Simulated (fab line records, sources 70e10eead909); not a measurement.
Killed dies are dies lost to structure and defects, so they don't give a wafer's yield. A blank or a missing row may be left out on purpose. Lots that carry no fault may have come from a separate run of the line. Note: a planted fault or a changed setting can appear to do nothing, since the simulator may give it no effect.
fab line records	flow nand-harc
[record] lots = 24	wafers = 72	last-day = 34
route steps=1302 shown P_M0@283 P_M1@305 P_M2@329
lots that met no fault: from a run of the same line without faults
start-h: hours from the record's first day to the start of the lot's first wafer shown	wait-h: how many hours have passed since the lot's step before this one	" as in the row above	L1.1+2: several wafers, shown together as one row	- no value, or no start was given	* or withheld: withheld	< > ~ a bound
route shown NAME@n: names a module that has steps shown in the file, with the first one's number in the route	usual: average and standard deviation across the fault-free wafers	same: alike in all rows	chamber/n: place in a boat	sites: readings site by site	_std_site: standard deviation across them	_edge_site: the outer-site mean with the inner-site mean subtracted	radius-mm: for every site, how far away it sits from the centre of the wafer	mask NAME#n: copy n	behind: the last tool/chamber to shape the wafer	hold: reason for holding the lot/hours on hold/outcome of the hold	device: the n, p or np transistor that did not switch	end of line: at the end of the route, the tests of the same wafers	where a step has no rows: the recipe by itself	killed: at the first sort, the dies lost to defects and structure; wafer yield is something else	map: dies across one wafer; x = killed, . = not, _ = none there
set.NAME: the setting that was run; set.NAME@STEP: the one run at that earlier step	model.NAME: the simulator's own value behind a step, which no gauge read
a sample of lots followed through the steps of the route, with each step as a table and each wafer as a row
services: a tool's chamber out of use, with start hour (start-h, from the record's first day; less than 0 if before it), hours out, and reason
[[steps]]
[step NHARC_P_M0_PRE_CLEAN_31]
[recipe] time-s = 12	temp-c = 370	rf-power-w = 300	gas = NH3
[usual] heater-power-w = 626/67	susceptor-temp-C = 369.95/0.2
lot.wafer	tool	chamber	start-h	wait-h	heater-power-w	susceptor-temp-C
L074.3	pecvd-03	1	133.16	0.1	586	369.91
L074.5	"	2	"	"	589	369.94
L074.6	"	0	"	"	628	369.70
L075.2	pecvd-03	1	139.66	0.1	606	369.66
L075.5	"	0	"	"	617	370.32
L075.4	"	1	"	"	603	370.13
L076.3	pecvd-03	1	141.62	0.1	587	369.95
L076.1	"	0	"	"	578	369.59
L076.4	"	1	"	"	590	370.05
L077.1	pecvd-03	1	159.47	0.1	654	370.08
L077.5	"	1	"	"	645	370.18
L077.4	"	0	"	"	607	369.93
L078.2	pecvd-01	0	166.13	0.2	732	369.93
L078.3	"	1	"	"	504	370.11
L078.4	"	0	"	"	739	370.08
L079.3	pecvd-04	1	177.67	0.1	681	369.73
L079.1	"	2	"	"	741	369.94
L079.4	"	0	"	"	600	369.68
L080.2	pecvd-03	1	184.87	0.1	658	370.03
L080.3	"	2	"	"	529	370.02
L080.4	"	2	"	"	536	369.95
L081.3	pecvd-01	0	194.65	0.1	749	369.86
L081.5	"	0	"	"	733	370.14
L081.6	"	2	"	"	562	369.85
L082.1	pecvd-04	2	206.18	0.1	693	369.86
L082.4	"	0	"	"	686	369.99
L082.6	"	1	"	"	781	369.98
L083.3	pecvd-01	2	226.13	0.1	584	369.91
L083.4	"	2	"	"	579	369.97
L083.6	"	0	"	"	648	369.68
L084.2	pecvd-04	1	231.02	0.4	761	369.86
L084.1	"	0	"	"	640	370.15
L084.6	"	0	"	"	680	370.04
L085.1	pecvd-01	1	233.72	0.1	600	369.93
L085.5	"	2	"	"	532	369.58
L085.4	"	0	"	"	730	369.77
L086.1	pecvd-03	2	248.21	0.1	529	369.90
L086.3	"	0	"	"	640	369.96
L086.4	"	2	"	"	537	369.87
L087.1	pecvd-03	0	253.29	0.2	630	369.99
L087.5	"	1	"	"	638	370.06
L087.6	"	2	"	"	530	370.20
L088.1	pecvd-03	0	271.20	0.1	613	369.98
L088.5	"	1	"	"	606	369.96
L088.6	"	0	"	"	655	370.35
L089.1	pecvd-03	1	272.83	0.1	633	370.06
L089.3	"	0	"	"	606	369.77
L089.6	"	0	"	"	607	370.05
L090.2	pecvd-01	0	286.89	0.1	707	370.24
L090.5	"	0	"	"	741	370.63
L090.6	"	1	"	"	611	369.70
L091.3	pecvd-01	2	300.86	0.1	590	369.68
L091.2	"	1	"	"	597	369.84
L091.5	"	1	"	"	611	369.79
L092.3	pecvd-01	0	306.46	0.2	724	370.41
L092.2	"	1	"	"	604	369.82
L092.5	"	0	"	"	722	370.27
L093.2	pecvd-03	1	321.12	0.1	553	369.75
L093.5	"	2	"	"	541	369.73
L093.4	"	0	"	"	645	369.65
L094.3	pecvd-04	1	326.70	0.1	675	370.14
L094.2	"	2	"	"	654	369.90
L094.5	"	0	"	"	695	370.27
L095.3	pecvd-04	0	336.47	0.1	642	369.88
L095.4	"	0	"	"	657	369.98
L095.6	"	1	"	"	681	370.49
L096.3	pecvd-01	0	345.06	0.1	740	369.96
L096.1	"	2	"	"	582	369.93
L096.4	"	2	"	"	572	369.96
L097.1	pecvd-03	2	358.34	0.1	600	369.92
L097.5	"	1	"	"	604	370.13
L097.4	"	0	"	"	638	369.75
[step NHARC_P_M0_DEP_32]
[recipe] target-thk-a = 300	temp-c = 370	target-thk-nm = 30	pressure-torr = 3	flow-sccm = 200	rf-w = 450	material = SiCN
[usual] heater-power-w = 582/77	susceptor-temp-C = 369.98/0.21
lot.wafer	tool	chamber	start-h	wait-h	heater-power-w	susceptor-temp-C
L074.3	pecvd-03	1	133.30	0.1	537	369.93
L074.5	"	2	"	"	476	369.79
L074.6	"	0	"	"	531	370.14
L075.2	pecvd-03	1	139.80	0.1	581	369.69
L075.5	"	0	"	"	554	369.92
L075.4	"	1	"	"	574	369.98
L076.3	pecvd-03	1	141.70	0.1	558	370.28
L076.1	"	0	"	"	579	369.84
L076.4	"	1	"	"	559	370.32
L077.1	pecvd-03	1	159.55	0.1	589	369.93
L077.5	"	1	"	"	601	370.05
L077.4	"	0	"	"	513	370.13
L078.2	pecvd-01	0	166.21	0.1	695	370.01
L078.3	"	1	"	"	546	369.92
L078.4	"	0	"	"	702	369.72
L079.3	pecvd-04	1	177.78	0.1	684	370.03
L079.1	"	2	"	"	624	369.96
L079.4	"	0	"	"	635	370.07
L080.2	pecvd-03	1	184.98	0.1	543	369.90
L080.3	"	2	"	"	556	369.57
L080.4	"	2	"	"	549	369.77
L081.3	pecvd-01	0	194.72	0.1	701	369.79
L081.5	"	0	"	"	706	369.96
L081.6	"	2	"	"	523	369.71
L082.1	pecvd-04	2	206.25	0.1	675	369.91
L082.4	"	0	"	"	550	369.92
L082.6	"	1	"	"	616	370.01
L083.3	pecvd-01	2	226.21	0.1	457	369.88
L083.4	"	2	"	"	451	369.72
L083.6	"	0	"	"	715	370.12
L084.2	pecvd-04	1	231.14	0.1	718	369.87
L084.1	"	0	"	"	623	370.07
L084.6	"	0	"	"	616	369.80
L085.1	pecvd-01	1	233.80	0.1	550	369.87
L085.5	"	2	"	"	472	369.82
L085.4	"	0	"	"	673	370.44
L086.1	pecvd-03	2	248.32	0.1	502	370.19
L086.3	"	0	"	"	546	370.02
L086.4	"	2	"	"	498	370.43
L087.1	pecvd-03	0	253.37	0.1	605	370.53
L087.5	"	1	"	"	627	370.57
L087.6	"	2	"	"	533	369.87
L088.1	pecvd-03	0	271.36	0.1	596	369.94
L088.5	"	1	"	"	549	369.95
L088.6	"	0	"	"	582	370.11
L089.1	pecvd-03	1	273.00	0.1	621	369.66
L089.3	"	0	"	"	512	369.86
L089.6	"	0	"	"	522	369.83
L090.2	pecvd-01	0	286.97	0.1	694	370.13
L090.5	"	0	"	"	696	369.99
L090.6	"	1	"	"	571	369.92
L091.3	pecvd-01	2	300.94	0.1	464	369.98
L091.2	"	1	"	"	558	369.79
L091.5	"	1	"	"	582	369.78
L092.3	pecvd-01	0	306.57	0.1	610	370.26
L092.2	"	1	"	"	584	369.89
L092.5	"	0	"	"	625	370.01
L093.2	pecvd-03	1	321.20	0.1	610	370.33
L093.5	"	2	"	"	494	370.08
L093.4	"	0	"	"	523	370.41
L094.3	pecvd-04	1	326.78	0.1	730	370.04
L094.2	"	2	"	"	748	370.19
L094.5	"	0	"	"	679	369.98
L095.3	pecvd-04	0	336.58	0.1	571	370.20
L095.4	"	0	"	"	556	370.02
L095.6	"	1	"	"	743	370.20
L096.3	pecvd-01	0	345.14	0.1	748	369.79
L096.1	"	2	"	"	513	370.28
L096.4	"	2	"	"	509	370.15
L097.1	pecvd-03	2	358.45	0.1	541	369.86
L097.5	"	1	"	"	557	369.80
L097.4	"	0	"	"	529	369.77
[step NHARC_P_M1_DEGAS_29]
[recipe] temp-c = 250	time-s = 60
[usual] heater-power-w = 343/38	susceptor-temp-C = 249.98/0.18
lot.wafer	tool	chamber	start-h	wait-h	heater-power-w	susceptor-temp-C
L074.3	pvd-sputter-03	-	135.65	-	304	249.93
L074.6	"	-	"	"	357	250.02
L074.5	"	-	"	"	306	250.14
L075.4	pvd-sputter-01	-	142.29	-	323	250.18
L075.2	"	-	"	"	297	250.08
L075.5	"	-	"	"	290	250.07
L076.1	pvd-sputter-02	-	144.14	-	345	250.34
L076.4	"	-	"	"	414	250.00
L076.3	"	-	"	"	326	250.12
L077.4	pvd-sputter-01	-	162.01	-	286	250.03
L077.1	"	-	"	"	335	249.94
L077.5	"	-	"	"	344	250.01
L078.2	pvd-sputter-01	-	168.54	-	342	249.90
L078.3	"	-	"	"	337	249.89
L078.4	"	-	"	"	291	250.21
L079.1	pvd-sputter-02	-	180.04	-	424	249.98
L079.3	"	-	"	"	331	250.03
L079.4	"	-	"	"	329	250.05
L080.4	pvd-sputter-02	-	187.26	-	325	-
L080.3	"	-	"	"	346	-
L080.2	"	-	"	"	428	-
L081.3	pvd-sputter-03	-	197.17	-	291	250.13
L081.5	"	-	"	"	285	249.94
L081.6	"	-	"	"	390	249.83
L082.1	pvd-sputter-01	-	208.62	-	292	249.78
L082.4	"	-	"	"	346	249.97
L082.6	"	-	"	"	287	249.80
L083.4	pvd-sputter-02	-	228.66	-	341	250.04
L083.3	"	-	"	"	324	250.17
L083.6	"	-	"	"	431	249.82
L084.2	pvd-sputter-03	-	233.84	-	396	249.51
L084.1	"	-	"	"	366	250.30
L084.6	"	-	"	"	344	249.96
L085.4	pvd-sputter-01	-	236.27	-	290	250.13
L085.1	"	-	"	"	332	249.99
L085.5	"	-	"	"	350	249.84
L086.4	pvd-sputter-03	-	250.87	-	353	250.06
L086.3	"	-	"	"	357	249.73
L086.1	"	-	"	"	392	250.19
L087.1	pvd-sputter-02	-	255.98	-	333	250.22
L087.6	"	-	"	"	332	250.22
L087.5	"	-	"	"	419	249.77
L088.1	pvd-sputter-01	-	274.00	-	331	250.27
L088.6	"	-	"	"	333	250.11
L088.5	"	-	"	"	319	250.06
L089.1	pvd-sputter-03	-	275.41	-	358	249.83
L089.3	"	-	"	"	354	250.10
L089.6	"	-	"	"	283	250.13
L090.2	pvd-sputter-03	-	289.32	-	291	250.04
L090.5	"	-	"	"	380	250.03
L090.6	"	-	"	"	364	250.09
L091.3	pvd-sputter-03	-	303.40	-	349	250.29
L091.2	"	-	"	"	289	250.05
L091.5	"	-	"	"	390	249.79
L092.3	pvd-sputter-03	-	308.86	-	393	249.79
L092.2	"	-	"	"	354	249.58
L092.5	"	-	"	"	394	249.76
L093.2	pvd-sputter-03	-	324.10	-	286	249.74
L093.4	"	-	"	"	355	250.25
L093.5	"	-	"	"	289	249.98
L094.2	pvd-sputter-03	-	329.13	-	368	249.78
L094.3	"	-	"	"	288	250.02
L094.5	"	-	"	"	298	249.88
L095.3	pvd-sputter-02	-	339.00	-	341	250.09
L095.4	"	-	"	"	353	249.95
L095.6	"	-	"	"	325	249.77
L096.1	pvd-sputter-01	-	347.58	-	354	250.09
L096.3	"	-	"	"	332	249.70
L096.4	"	-	"	"	320	250.25
L097.4	pvd-sputter-03	-	360.85	-	402	250.17
L097.1	"	-	"	"	339	249.99
L097.5	"	-	"	"	402	250.21
[step NHARC_P_M2_OVL_MEAS_10]
[recipe] pitch-nm = 340
[usual] overlay-x-nm = 0.0/0.93	overlay-y-nm = 0.2/0.7
lot.wafer	tool	chamber	start-h	wait-h	overlay-x-nm	overlay-y-nm
L074.3	overlay-02	-	139.16	-	0.0	0.6
L074.5	"	-	"	"	0.1	0.5
L074.6	"	-	"	"	-0.6	1.0
L075.2	overlay-02	-	145.37	-	-0.7	1.1
L075.4	"	-	"	"	-0.6	1.6
L075.5	"	-	"	"	-0.2	1.1
L076.1	overlay-02	-	147.18	-	0.4	1.1
L076.3	"	-	"	"	-0.1	0.3
L076.4	"	-	"	"	0.1	1.0
L077.1	overlay-02	-	164.93	-	-0.3	-1.0
L077.4	"	-	"	"	-0.2	-1.8
L077.5	"	-	"	"	-0.5	-1.7
L078.2	overlay-01	-	171.48	-	-0.5	0.7
L078.3	"	-	"	"	-0.2	0.5
L078.4	"	-	"	"	-0.3	0.4
L079.1	overlay-01	-	183.07	-	-1.8	0.7
L079.3	"	-	"	"	-1.1	1.3
L079.4	"	-	"	"	-1.2	1.1
L080.2	overlay-01	-	190.33	-	1.3	0.4
L080.3	"	-	"	"	1.2	0.6
L080.4	"	-	"	"	1.2	0.2
L081.3	overlay-01	-	200.08	-	0.8	-0.5
L081.5	"	-	"	"	1.4	-0.1
L081.6	"	-	"	"	0.6	-0.1
L082.1	overlay-02	-	211.55	-	1.0	-0.1
L082.4	"	-	"	"	0.9	-0.6
L082.6	"	-	"	"	1.3	-0.2
L083.3	overlay-02	-	231.82	-	-0.9	-0.3
L083.4	"	-	"	"	-1.0	0.2
L083.6	"	-	"	"	-0.7	0.0
L084.1	overlay-02	-	236.87	-	1.9	0.1
L084.2	"	-	"	"	2.5	-0.3
L084.6	"	-	"	"	2.4	-0.2
L085.1	overlay-02	-	239.16	-	0.7	1.0
L085.4	"	-	"	"	0.5	0.4
L085.5	"	-	"	"	0.8	0.6
L086.1	overlay-01	-	254.05	-	-1.5	0.9
L086.3	"	-	"	"	-1.4	0.5
L086.4	"	-	"	"	-1.5	1.0
L087.1	overlay-01	-	258.91	-	0.0	0.3
L087.5	"	-	"	"	-0.2	-0.1
L087.6	"	-	"	"	-0.6	0.1
L088.1	overlay-02	-	277.24	-	1.0	0.5
L088.5	"	-	"	"	0.6	0.9
L088.6	"	-	"	"	0.8	0.4
L089.1	overlay-02	-	278.46	-	-0.1	1.1
L089.3	"	-	"	"	-0.1	1.0
L089.6	"	-	"	"	0.1	1.1
L090.2	overlay-02	-	292.42	-	-0.2	0.1
L090.5	"	-	"	"	0.0	0.0
L090.6	"	-	"	"	0.1	-0.4
L091.2	overlay-01	-	306.43	-	-1.2	1.1
L091.3	"	-	"	"	-1.2	0.5
L091.5	"	-	"	"	-1.2	0.7
L092.2	overlay-01	-	311.91	-	-0.1	0.2
L092.3	"	-	"	"	0.0	0.3
L092.5	"	-	"	"	0.2	0.2
L093.2	overlay-02	-	327.01	-	-1.9	-0.1
L093.4	"	-	"	"	-2.2	-0.3
L093.5	"	-	"	"	-2.1	-0.6
L094.2	overlay-02	-	332.18	-	0.7	0.0
L094.3	"	-	"	"	0.2	0.2
L094.5	"	-	"	"	-0.2	-0.1
L095.3	overlay-01	-	342.02	-	0.4	-1.5
L095.4	"	-	"	"	0.6	-1.8
L095.6	"	-	"	"	0.3	-1.0
L096.1	overlay-02	-	350.51	-	0.0	0.6
L096.3	"	-	"	"	-0.5	-0.3
L096.4	"	-	"	"	0.1	0.0
L097.1	overlay-02	-	363.89	-	-0.4	-0.5
L097.4	"	-	"	"	-0.6	0.0
L097.5	"	-	"	"	-0.6	-0.4
[step NHARC_P_M2_DEGAS_29]
[recipe] temp-c = 250	time-s = 60
[usual] heater-power-w = 344/37	susceptor-temp-C = 250.00/0.18
lot.wafer	tool	chamber	start-h	wait-h	heater-power-w	susceptor-temp-C
L074.3	pvd-sputter-02	-	140.29	-	329	250.19
L074.6	"	-	"	"	341	250.07
L074.5	"	-	"	"	428	250.14
L075.4	pvd-sputter-03	-	146.48	-	348	250.11
L075.2	"	-	"	"	309	250.21
L075.5	"	-	"	"	346	250.02
L076.3	pvd-sputter-02	-	148.30	-	326	250.01
L076.1	"	-	"	"	335	249.92
L076.4	"	-	"	"	418	250.05
L077.4	pvd-sputter-01	-	166.06	-	284	250.16
L077.1	"	-	"	"	353	250.31
L077.5	"	-	"	"	284	250.46
L078.2	pvd-sputter-01	-	173.02	-	327	250.44
L078.3	"	-	"	"	281	250.02
L078.4	"	-	"	"	292	250.18
L079.4	pvd-sputter-03	-	184.19	-	363	249.96
L079.3	"	-	"	"	293	249.86
L079.1	"	-	"	"	399	250.22
L080.3	pvd-sputter-03	-	191.44	-	291	250.13
L080.4	"	-	"	"	402	250.01
L080.2	"	-	"	"	356	250.16
L081.3	pvd-sputter-02	-	201.21	-	322	249.61
L081.5	"	-	"	"	335	250.02
L081.6	"	-	"	"	429	250.03
L082.1	pvd-sputter-03	-	212.68	-	368	249.78
L082.4	"	-	"	"	389	250.33
L082.6	"	-	"	"	358	250.16
L083.3	pvd-sputter-03	-	232.95	-	354	250.07
L083.4	"	-	"	"	370	249.69
L083.6	"	-	"	"	390	250.00
L084.2	pvd-sputter-01	-	238.01	-	352	250.11
L084.1	"	-	"	"	312	250.24
L084.6	"	-	"	"	348	250.30
L085.1	pvd-sputter-01	-	240.27	-	332	250.16
L085.4	"	-	"	"	289	249.85
L085.5	"	-	"	"	314	250.02
L086.3	pvd-sputter-01	-	255.21	-	285	-
L086.1	"	-	"	"	344	-
L086.4	"	-	"	"	311	-
L087.1	pvd-sputter-02	-	260.04	-	330	250.36
L087.5	"	-	"	"	333	250.29
L087.6	"	-	"	"	340	249.88
L088.1	pvd-sputter-03	-	278.37	-	369	249.98
L088.5	"	-	"	"	358	249.89
L088.6	"	-	"	"	296	249.73
L089.1	pvd-sputter-02	-	279.59	-	421	249.85
L089.3	"	-	"	"	319	249.94
L089.6	"	-	"	"	339	250.13
L090.2	pvd-sputter-03	-	293.54	-	356	249.99
L090.6	"	-	"	"	369	249.95
L090.5	"	-	"	"	365	249.75
L091.3	pvd-sputter-03	-	307.56	-	378	249.81
L091.2	"	-	"	"	398	250.26
L091.5	"	-	"	"	365	250.16
L092.3	pvd-sputter-02	-	313.03	-	404	250.03
L092.2	"	-	"	"	341	250.04
L092.5	"	-	"	"	410	249.98
L093.2	pvd-sputter-02	-	328.23	-	403	-
L093.4	"	-	"	"	350	-
L093.5	"	-	"	"	332	-
L094.3	pvd-sputter-02	-	333.29	-	335	249.87
L094.2	"	-	"	"	398	249.78
L094.5	"	-	"	"	350	250.03
L095.4	pvd-sputter-03	-	343.15	-	289	249.79
L095.3	"	-	"	"	391	249.93
L095.6	"	-	"	"	360	249.92
L096.4	pvd-sputter-01	-	351.63	-	290	249.87
L096.1	"	-	"	"	360	250.19
L096.3	"	-	"	"	320	250.16
L097.4	pvd-sputter-03	-	365.02	-	338	250.12
L097.1	"	-	"	"	365	249.76
L097.5	"	-	"	"	401	250.13
[step NHARC_P_M2_PVD_20]
[recipe] target-thk-a = 50	bias-v = 168.6	power-w = 15000	chamber-pressure-pa = 0.12	time-s = 8.06	substrate-temp-c = 50	material = TaN
[usual] throttle-valve-pct = 30.1/1.1
lot.wafer	tool	chamber	start-h	wait-h	throttle-valve-pct
L074.3	pvd-sputter-02	-	-	-	29.6
L074.6	"	-	"	"	29.3
L074.5	"	-	"	"	29.7
L075.4	pvd-sputter-03	-	-	-	29.7
L075.2	"	-	"	"	29.6
L075.5	"	-	"	"	29.3
L076.1	pvd-sputter-02	-	-	-	29.1
L076.4	"	-	"	"	29.5
L076.3	"	-	"	"	31.1
L077.4	pvd-sputter-01	-	-	-	29.0
L077.1	"	-	"	"	30.4
L077.5	"	-	"	"	28.8
L078.3	pvd-sputter-01	-	-	-	30.2
L078.2	"	-	"	"	29.0
L078.4	"	-	"	"	30.6
L079.3	pvd-sputter-03	-	-	-	30.1
L079.1	"	-	"	"	30.0
L079.4	"	-	"	"	29.5
L080.2	pvd-sputter-03	-	-	-	30.2
L080.3	"	-	"	"	32.9
L080.4	"	-	"	"	29.7
L081.3	pvd-sputter-02	-	-	-	29.7
L081.6	"	-	"	"	29.0
L081.5	"	-	"	"	29.9
L082.1	pvd-sputter-03	-	-	-	32.7
L082.4	"	-	"	"	30.3
L082.6	"	-	"	"	29.6
L083.3	pvd-sputter-03	-	-	-	29.9
L083.4	"	-	"	"	32.5
L083.6	"	-	"	"	30.2
L084.1	pvd-sputter-01	-	-	-	29.0
L084.2	"	-	"	"	29.0
L084.6	"	-	"	"	29.2
L085.1	pvd-sputter-01	-	-	-	29.1
L085.4	"	-	"	"	30.6
L085.5	"	-	"	"	29.0
L086.3	pvd-sputter-01	-	-	-	28.6
L086.1	"	-	"	"	29.2
L086.4	"	-	"	"	30.5
L087.1	pvd-sputter-02	-	-	-	29.2
L087.5	"	-	"	"	30.1
L087.6	"	-	"	"	31.2
L088.1	pvd-sputter-03	-	-	-	29.6
L088.6	"	-	"	"	29.7
L088.5	"	-	"	"	30.1
L089.3	pvd-sputter-02	-	-	-	29.1
L089.1	"	-	"	"	30.4
L089.6	"	-	"	"	31.0
L090.2	pvd-sputter-03	-	-	-	30.1
L090.5	"	-	"	"	32.7
L090.6	"	-	"	"	30.6
L091.3	pvd-sputter-03	-	-	-	30.2
L091.2	"	-	"	"	29.9
L091.5	"	-	"	"	30.1
L092.3	pvd-sputter-02	-	-	-	31.1
L092.2	"	-	"	"	29.1
L092.5	"	-	"	"	30.1
L093.4	pvd-sputter-02	-	-	-	30.2
L093.2	"	-	"	"	31.6
L093.5	"	-	"	"	30.4
L094.3	pvd-sputter-02	-	-	-	30.4
L094.2	"	-	"	"	31.5
L094.5	"	-	"	"	30.2
L095.4	pvd-sputter-03	-	-	-	29.4
L095.3	"	-	"	"	30.3
L095.6	"	-	"	"	29.2
L096.3	pvd-sputter-01	-	-	-	29.0
L096.4	"	-	"	"	30.6
L096.1	"	-	"	"	28.7
L097.4	pvd-sputter-03	-	-	-	31.9
L097.1	"	-	"	"	29.4
L097.5	"	-	"	"	32.0
[[services]]
tool	chamber	start-h	hours	kind
pecvd-01	-	130.00	13.0	pm
pecvd-04	1	131.08	9.2	repair
pecvd-04	-	155.67	0.7	repair
pecvd-03	0	169.76	4.0	repair
pvd-sputter-03	-	170.00	10.0	pm
pecvd-03	-	185.19	13.0	pm
pecvd-03	0	185.19	13.0	vent-cycle
pecvd-03	1	185.19	13.0	vent-cycle
pecvd-03	2	185.19	13.0	vent-cycle
pvd-sputter-01	-	196.05	4.3	repair
pecvd-03	0	198.19	-	clean
pecvd-03	1	198.19	-	clean
pecvd-03	2	198.19	-	clean
pvd-sputter-01	-	226.00	10.0	pm
pecvd-04	-	226.58	1.4	repair
pvd-sputter-01	-	250.83	0.5	repair
pecvd-01	2	252.67	8.8	repair
pecvd-03	2	266.64	9.7	repair
pvd-sputter-02	-	268.20	1.1	repair
pecvd-04	-	269.30	13.0	pm
pvd-sputter-02	-	282.05	10.0	pm
pecvd-01	-	311.27	13.0	pm
pecvd-01	0	345.68	12.7	repair
pvd-sputter-03	-	348.00	10.0	pm
[[key]]
fault none
